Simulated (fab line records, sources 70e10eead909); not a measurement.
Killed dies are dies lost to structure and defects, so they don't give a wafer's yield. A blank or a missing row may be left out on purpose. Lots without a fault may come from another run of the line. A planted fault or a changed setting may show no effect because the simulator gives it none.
fab line records | flow nand_harc
record lots=6 wafers=18 last_day=33
route steps=1302 shown P_ZERO_WELL@53 P_STI@69 END@1302
lots that met no fault: from a run of the same line without faults
start_h: hours from the record's first day to the start of the lot's first wafer shown | wait_h: hours since the lot's step before | " the same as in the row above | L1.1+2: a row that stands for several wafers | - no value, or no start given | * or withheld: withheld | < > ~ a bound
route shown NAME@n: a module of which the file shows steps, and the number in the route of the first | usual: mean/standard deviation of fault-free wafers | same: alike in all rows | chamber/n: place in a boat | sites: the reading at each site | _std_site: their standard deviation | _edge_site: outer sites' mean less inner sites' | radius_mm: how far each site lies from the wafer's centre | mask NAME#n: copy n | behind: the tool/chamber that last shaped the wafer | hold: why the lot was held/for how many hours/how that ended | device: the transistor (n, p or np) that didn't switch | end of line: the same wafers' tests at the end of the route | a step without rows: its recipe alone | killed: dies lost to structure and defects at the first sort, not the wafer's yield | map: a wafer's dies, x killed, . not, _ none there
set.NAME: the setting as run; set.NAME@STEP: as run at that earlier step | model.NAME: the simulator's own value behind a step, which no gauge read
lots at some steps of the route; a table a step, a row a wafer
services: from which hour (start_h, from the record's first day; less than 0 if before it) a tool's chamber was out of use, for how many hours, and why
## steps
# step NHARC_P_ZERO_WELL_COAT_46
# recipe spin_rpm=withheld
# step NHARC_P_ZERO_WELL_SOFTBAKE_47
# recipe temp_c=122 time_s=95
# step NHARC_P_ZERO_WELL_EBR_48
# step NHARC_P_ZERO_WELL_EXPOSE_49
# recipe na=0.6 target_cd_nm=2000 dose_mj=22.64 mask_id=P_HVPW
# step NHARC_P_ZERO_WELL_PEB_50
# recipe peb_temp_c=118 peb_time_s=85
# step NHARC_P_ZERO_WELL_DEVELOP_51
# recipe time_s=70
# step NHARC_P_ZERO_WELL_CD_MEAS_52
# recipe target_cd_nm=2000 landing_energy_ev=500
# usual cd_nm=2000.2/1.6
# columns lot.wafer tool chamber start_h wait_h cd_nm
L942.2 cd_sem-01 0 65.97 - 1998.5
L942.3 " 0 " " 1999.8
L942.6 " 0 " " 1999.0
L943.1 cd_sem-01 0 76.10 - 2000.8
L943.2 " 0 " " 1999.2
L943.5 " 0 " " 2000.0
L953.3 cd_sem-03 0 175.75 - 1997.8
L953.5 " 0 " " 1999.9
L953.6 " 0 " " 1998.7
L954.3 cd_sem-03 0 185.74 - 2002.9
L954.5 " 0 " " 1999.9
L954.6 " 0 " " 2003.0
L960.2 cd_sem-01 0 245.73 - 2001.7
L960.4 " 0 " " 1998.5
L960.6 " 0 " " 2001.4
L961.1 cd_sem-02 0 255.73 - 2000.3
L961.2 " 0 " " 1998.9
L961.6 " 0 " " 2000.1
# step NHARC_P_ZERO_WELL_HARDBAKE_53
# recipe temp_c=125 time_s=80
# step NHARC_P_ZERO_WELL_DESCUM_54
# recipe time_s=3 o2_flow_sccm=200 ar_flow_sccm=0 bias_power_w=0 chemistry=O2
# usual chamber_pressure_mTorr=60.00/0.053 drypump_motor_current_A=5.6/0.43 oes_product_au=0.999/0.0091 rf_vpp_V=58.0/0.88 showerhead_plenum_p_Torr=1.95/0.065 throttle_valve_pct=11.311/0.0084
# same bias_power_w=0
# columns lot.wafer tool chamber start_h wait_h chamber_pressure_mTorr drypump_motor_current_A oes_product_au rf_hours_counter_h rf_vpp_V showerhead_plenum_p_Torr throttle_valve_pct
L942.3 rie_diel-08 2 66.14 - 60.02 5.4 1.002 11 58.2 1.94 11.296
L942.2 " 3 " " 59.98 5.5 0.988 10 57.1 1.83 11.321
L942.6 " 1 " " 60.10 5.7 1.009 - 58.0 1.98 11.313
L943.2 rie_diel-07 1 76.27 - 59.99 5.0 0.984 45 58.6 1.99 11.298
L943.1 " 3 " " 59.98 5.3 0.989 41 57.5 1.91 11.322
L943.5 " 0 " " 59.99 6.1 0.997 - 58.8 2.06 11.310
L953.3 rie_diel-06 1 175.90 - 60.05 5.7 1.001 13 57.8 1.92 11.312
L953.5 " 1 " " 60.02 5.7 1.004 - 57.8 1.92 11.309
L953.6 " 2 " " 60.00 6.6 0.983 - 56.6 1.89 11.301
L954.3 rie_diel-07 3 185.91 - 60.02 5.3 0.997 16 57.6 1.90 11.313
L954.6 " 1 " " 60.05 5.0 0.992 - 57.7 1.98 11.330
L954.5 " 0 " " 60.03 6.1 0.998 - 57.3 2.05 11.318
L960.2 rie_diel-06 3 246.07 - 60.04 5.9 0.993 38 58.8 1.91 11.318
L960.4 " 0 " " 60.07 5.5 1.014 40 58.9 2.04 11.306
L960.6 " 0 " " 60.09 5.5 1.006 - 58.5 2.04 11.299
L961.2 rie_diel-08 2 255.92 - 60.01 5.4 1.006 23 55.6 1.91 11.318
L961.1 " 3 " " 60.07 5.6 0.994 17 58.0 1.81 11.324
L961.6 " 0 " " 60.05 5.2 1.006 - 58.9 1.93 11.321
# step NHARC_P_ZERO_WELL_IMPLANT_55
# recipe energy_kev=180 dose_cm2=8e+11 tilt_deg=7
# step NHARC_P_ZERO_WELL_IMPLANT_61
# recipe energy_kev=30 dose_cm2=5e+11 tilt_deg=7
# step NHARC_P_ZERO_WELL_STRIP_56
# recipe time_s=840 temp_c=130 chemistry=SPM
# step NHARC_P_ZERO_WELL_PRECLEAN_68
# recipe time_s=60 temp_c=50 bath_age_min=0 chemistry=SC1
# usual sc1_h2o2_end_mol_l=0.3697/0.00067
# columns lot.wafer tool chamber start_h wait_h sc1_h2o2_end_mol_l
L942.3 wet_bench-01 1 66.72 - 0.3691
L942.6 " 4 " " 0.3699
L942.2 " 5 " " 0.3696
L943.2 wet_bench-06 3 76.86 - 0.3705
L943.1 " 5 " " 0.3701
L943.5 " 7 " " 0.3694
L953.3 wet_bench-06 5 176.49 - 0.3699
L953.6 " 6 " " 0.3708
L953.5 " 1 " " 0.3688
L954.3 wet_bench-06 1 186.52 - 0.3704
L954.6 " 3 " " 0.3703
L954.5 " 4 " " 0.3688
L960.2 wet_bench-01 3 246.68 - 0.3703
L960.6 " 4 " " 0.3697
L960.4 " 5 " " 0.3698
L961.2 wet_bench-02 7 256.49 - 0.3693
L961.1 " 1 " " 0.3703
L961.6 " 2 " " 0.3693
# step NHARC_P_ZERO_WELL_SRD_69
# step NHARC_P_ZERO_WELL_RTA_42
# recipe temp_c=1100 time_s=300
# usual lamp_power_pct=36.9/0.85 lamp_zone_3_pct=36.9/0.84 lamp_zone_6_pct=36.9/0.84 wafer_temp_C_max=1104.1/1.9
# columns lot.wafer tool chamber start_h wait_h lamp_power_pct lamp_zone_3_pct lamp_zone_6_pct wafer_temp_C_max
L942.2 rtp_anneal-01 0 67.21 - 36.1 36.0 36.0 1104.8
L942.3 " 0 " " 36.1 36.1 36.0 1106.9
L942.6 " 0 " " 36.0 36.0 36.0 1106.0
L943.1 rtp_anneal-02 0 77.25 - 37.8 37.7 37.7 1102.7
L943.2 " 0 " " 37.7 37.7 37.7 1102.3
L943.5 " 0 " " 37.7 37.7 37.7 1102.3
L953.3 rtp_anneal-02 0 177.10 - 37.7 37.7 37.6 1102.3
L953.5 " 0 " " 37.8 37.8 37.6 1101.7
L953.6 " 0 " " 37.8 37.8 37.7 1101.4
L954.3 rtp_anneal-01 0 187.11 - 36.1 36.0 36.0 1105.8
L954.5 " 0 " " 36.1 35.9 36.0 1105.1
L954.6 " 0 " " 36.0 36.1 36.0 1105.4
L960.2 rtp_anneal-01 0 247.17 - 36.0 36.0 36.1 1108.9
L960.4 " 0 " " 36.0 36.0 36.0 1107.1
L960.6 " 0 " " 36.0 36.1 36.0 1104.9
L961.1 rtp_anneal-01 0 256.87 - 36.1 36.1 36.0 1106.1
L961.2 " 0 " " 36.0 36.0 36.0 1105.6
L961.6 " 0 " " 36.1 36.1 36.0 1104.9
# step NHARC_P_ZERO_WELL_INSPECT_43
# usual raw_defect_count=12/6.3
# columns lot.wafer tool chamber start_h wait_h raw_defect_count
L942.2 defect_inspect-02 - 67.78 0.5 19
L942.3 " - " " 10
L942.6 " - " " 7
L943.1 defect_inspect-01 - 77.92 0.6 5
L943.2 " - " " 14
L943.5 " - " " 4
L953.3 defect_inspect-02 - 177.57 0.4 1429
L953.5 " - " " 1553
L953.6 " - " " 1522
L954.3 defect_inspect-01 - 187.57 0.4 1489
L954.5 " - " " 1550
L954.6 " - " " 1483
L960.2 defect_inspect-02 - 247.75 0.5 13
L960.4 " - " " 14
L960.6 " - " " 20
L961.1 defect_inspect-02 - 257.55 0.6 3
L961.2 " - " " 7
L961.6 " - " " 5
# step NHARC_P_STI_ETCH_26
# recipe target_depth_a=110 chemistry=dHF material=SiO2
# step NHARC_END_SORT_01
# recipe temp_c=25
# usual killed_at_array=58/20 killed_at_other=1.0/1.2 killed_at_periphery=4.1/3 killed_dies=63/20 killed_open=3.2/1.7 killed_short=2.5/1.5
# same gross_dies=677
# columns lot.wafer tool chamber start_h wait_h killed_at_array killed_at_other killed_at_periphery killed_dies killed_open killed_short
L943.1 prober-01 0 607.85 2.5 93 1 7 101 2 2
L943.2 prober-01 0 608.66 2.8 75 0 2 77 2 2
L943.5 prober-01 0 611.07 3.7 92 3 4 99 2 5
L953.3 prober-02 0 702.33 3.1 67 0 71 138 1 3
L953.5 prober-02 0 703.97 3.8 58 0 119 177 2 4
L953.6 prober-02 0 704.79 4.1 59 0 60 119 2 2
L954.3 prober-02 0 720.22 3.1 47 2 98 147 2 5
L954.5 prober-02 0 721.82 3.7 41 2 108 151 2 1
L954.6 prober-02 0 722.61 4.0 50 2 67 119 3 2
# killed by level:class
L943.1 A_SLIT:chamber_film_flake=31 A_CHANNEL_HOLE_D1:chamber_film_flake=30 A_CHANNEL_HOLE_D2:chamber_film_flake=25 P_BONDPAD:chamber_film_flake=4 A_CONTACT:chamber_film_flake=2 P_M0:geometric_particle:open=1 A_CHANNEL_FILL_D1:geometric_particle:open=1 A_CHANNEL_FILL_D1:geometric_particle:short=1
L943.2 A_SLIT:chamber_film_flake=30 A_CHANNEL_HOLE_D2:chamber_film_flake=21 A_CHANNEL_HOLE_D1:chamber_film_flake=14 A_STAIRCASE:chamber_film_flake=3 A_CONTACT:chamber_film_flake=2 A_ONON_D2:geometric_particle:open=1 A_CHANNEL_HOLE_D2:geometric_particle:short=1 A_CHANNEL_FILL_D2:geometric_particle:open=1
L943.5 A_CHANNEL_HOLE_D1:chamber_film_flake=27 A_CHANNEL_HOLE_D2:chamber_film_flake=26 A_SLIT:chamber_film_flake=26 A_CHANNEL_FILL_D2:geometric_particle:short=3 THIN_TSV:chamber_film_flake=3 A_CHANNEL_FILL_D2:chamber_film_flake=2 A_CONTACT:chamber_film_flake=2 P_M0:geometric_particle:open=1
L953.3 P_ZERO_WELL:unspecified=61 A_CHANNEL_HOLE_D1:chamber_film_flake=25 A_CHANNEL_HOLE_D2:chamber_film_flake=24 P_M2:chamber_film_flake=7 A_CONTACT:chamber_film_flake=6 A_CHANNEL_FILL_D1:chamber_film_flake=4 A_SOURCE_PLATE:geometric_particle:short=1 A_DECK1_JOINT:geometric_particle:short=1
L953.5 P_ZERO_WELL:unspecified=108 A_CHANNEL_HOLE_D1:chamber_film_flake=25 A_CHANNEL_HOLE_D2:chamber_film_flake=20 P_M2:chamber_film_flake=7 A_CONTACT:chamber_film_flake=6 A_SLIT:chamber_film_flake=3 P_STI:geometric_particle:short=1 P_M0:geometric_particle:short=1
L953.6 P_ZERO_WELL:unspecified=55 A_CHANNEL_HOLE_D2:chamber_film_flake=23 A_CHANNEL_HOLE_D1:chamber_film_flake=20 A_CONTACT:chamber_film_flake=9 A_CHANNEL_FILL_D1:chamber_film_flake=3 P_M2:chamber_film_flake=2 P_M1:geometric_particle:short=1 A_DECK1_JOINT:geometric_particle:open=1
L954.3 P_ZERO_WELL:unspecified=96 A_CHANNEL_HOLE_D2:chamber_film_flake=21 A_CONTACT:chamber_film_flake=6 A_CHANNEL_HOLE_D1:chamber_film_flake=4 A_CHANNEL_FILL_D2:geometric_particle:short=3 A_SLIT:chamber_film_flake=3 A_DECK1_JOINT:chamber_film_flake=2 A_STAIRCASE:chamber_film_flake=2
L954.5 P_ZERO_WELL:unspecified=106 A_CHANNEL_HOLE_D2:chamber_film_flake=19 A_CHANNEL_HOLE_D1:chamber_film_flake=7 A_CONTACT:chamber_film_flake=7 A_SLIT:chamber_film_flake=4 THIN_TSV:chamber_film_flake=2 A_ONON_D1:geometric_particle:short=1 A_CHANNEL_FILL_D2:geometric_particle:open=1
L954.6 P_ZERO_WELL:unspecified=65 A_CHANNEL_HOLE_D2:chamber_film_flake=26 A_CHANNEL_HOLE_D1:chamber_film_flake=13 A_CONTACT:chamber_film_flake=6 THIN_TSV:chamber_film_flake=2 P_GATE:geometric_particle:open=1 A_CHANNEL_FILL_D1:geometric_particle:open=1 A_CHANNEL_FILL_D2:geometric_particle:short=1
# map L953.5 (x killed, . not)
____________.____________
_________.x....._________
_______..........._______
______....x........______
_____..............._____
____.................____
____.................____
___...x.xx............___
___.........x.........___
__.....................__
__.....................__
_.....................x._
_..x......x...x.....x..._
_..xx.....xx............_
_...........xxxx......x._
_..x.......xxxxxx.....x._
xx.......xxxxxxxx........
xxxxx....xxxxxxxx.x......
.xxxxx..xxxxxxxxxx.......
..xxx...xxxxxxxxxxxxx....
.xxx...xxxxxxxxxxxxx.....
_xxx.....xxxxxxxxx.x...._
_.xx....xxxxxxxxxxxx...._
_x.......xxxxxxxxxxxx..._
_.x......xxxxxxxxxx.xx.._
_........xxxxxxxxxxx...._
__.....x..xxxxx..x.x...__
__.................x...__
___x.........x........___
___...................___
____.................____
____.........x.......____
_____............x.._____
______.............______
_______......x...._______
_________......._________
____________.____________
# map L954.5 (x killed, . not)
____________.____________
_________......._________
_______..........._______
______......x......______
_____..............._____
____.................____
____.................____
___...................___
___.....x.............___
__.......x.............__
__.......x....x........__
_......................._
_x......x..x............_
_......x................_
_.......x...x.x........._
_.....xxx...x.x........._
.....x.xx.x..xx.x.x......
.......x.xxxxxxxx........
.......x..xxxxxxxx.......
......x.xxxxxxxxxxx......
......x..xxxxxxxxx.......
_......xxxxxxxxxxx.x...._
_.......xxxxxxxxxxx....._
_........xxxxxxxxxx....._
_........xxxxxxxxxxx...x_
_........xxxxxxxxx...x.._
__.......xxxxxxxxx.....__
__........xxxxxx.......__
___.........xxxx......___
___...x...x.x.x.x.....___
____..........xx.....____
____x................____
_____.x..........x.._____
______........x....______
_______.x........._______
_________......._________
____________.____________
## services
# columns tool chamber start_h hours kind
wet_bench-01 - 43.24 5.8 repair
rie_diel-07 - 65.31 0.4 repair
wet_bench-02 - 68.00 8.0 pm
wet_bench-01 - 101.63 8.0 pm
rie_diel-07 - 117.20 9.0 pm
rie_diel-07 0 127.55 1.2 repair
rie_diel-06 - 130.74 9.0 pm
rie_diel-08 2 140.96 1.7 repair
rie_diel-07 2 184.42 8.1 repair
wet_bench-06 - 193.60 8.0 pm
rie_diel-08 - 194.10 9.0 pm
wet_bench-06 0 201.60 - consumable_replace:bath
wet_bench-06 0 201.60 - consumable_replace:filter
wet_bench-06 1 201.60 - consumable_replace:bath
wet_bench-06 1 201.60 - consumable_replace:filter
wet_bench-06 2 201.60 - consumable_replace:bath
wet_bench-06 2 201.60 - consumable_replace:filter
wet_bench-06 3 201.60 - consumable_replace:bath
wet_bench-06 3 201.60 - consumable_replace:filter
wet_bench-06 4 201.60 - consumable_replace:bath
wet_bench-06 - 203.91 0.8 repair
rie_diel-06 2 213.07 3.7 repair
wet_bench-02 - 229.91 1.3 repair
wet_bench-02 - 244.00 8.0 pm
## key
first_sign step=NHARC_P_ZERO_WELL_INSPECT_43 reading=raw_defect_count direction=up sigmas=99+ usual=12 struck=1504
effect step=NHARC_END_SORT_01 reading=killed_at_periphery direction=up sigmas=28 usual=4.1 struck=87.2
more_kills_born_at NHARC_P_ZERO_WELL_PRECLEAN_68@wet_bench-06=491
met_at NHARC_P_ZERO_WELL_PRECLEAN_68
struck_wafers L953.3,L953.5,L953.6,L954.3,L954.5,L954.6
tester_left_out L953,L954
onset_between 76.86 176.49
fault kind=chamber_particle_source tool=wet_bench-06 chamber=- onset_h=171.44 steps=NHARC_P_ZERO_WELL_PRECLEAN_68 rate_per_visit_cm2=2.2459 end_h=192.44
# tester_left_out: of these lots the tester's yield and bins aren't shown, on N5 and GAA mostly nor the transistor test; their killed dies are dies lost to structure and defects alone, not to doping, threshold or leakage, so they don't give the yield
